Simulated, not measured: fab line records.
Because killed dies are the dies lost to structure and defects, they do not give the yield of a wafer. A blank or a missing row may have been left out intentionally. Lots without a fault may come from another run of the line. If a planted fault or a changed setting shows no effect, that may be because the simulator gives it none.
Chamber matching    flow n5-finfet    N5_GATE_CUT_CMP_61 on cmp-01 has 4 sister chambers
The step polishes, stops on SiNx, t overpolish 3 s. 4 wafers are shown with their chamber, then 7 later ones without.

## WAFERS PAIRED WITH THEIR CHAMBERS
wafer   chamber  motor-current-A (A)
L082.5  2        11.7
L083.5  3        13.9
L085.1  1        13.0
L085.2  0        10.9

## WAFERS WHOSE CHAMBER IS MISSING
wafer   motor-current-A (A)
L085.6  13.7
L093.1  11.2
L093.2  10.9
L093.5  14.4
L097.2  10.3
L097.4  14.7
L097.5  11.1

## CHAMBER TAKEN BY EACH
wafer   from the rows above      in truth
L085.6  can't be placed: 3 or 1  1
L093.1  can't be placed: 0 or 2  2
L093.2  can't be placed: 0 or 2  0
L093.5  can't be placed: 3 or 1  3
L097.2  can't be placed: 0 or 2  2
L097.4  can't be placed: 3 or 1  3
L097.5  can't be placed: 0 or 2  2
0 of 7 placed correctly. Not placeable from these rows: 7 (in 7, the candidates include the true chamber). Wrongly placed: 0.
How it was worked out, from the rows above alone: a wafer's distance from a chamber is the root of the sum, over the readings, of the square of ((its reading less the chamber's mean) divided by the reading's scatter). The wafer belongs to the nearest chamber; if the next one is less than 2 further off, it can't be placed. For every chamber, the mean is computed from those of its wafers that are shown. The scatter (one wafer shown for each chamber): square how far every hidden wafer sits from the nearest shown wafer, average those squares and take the square root.
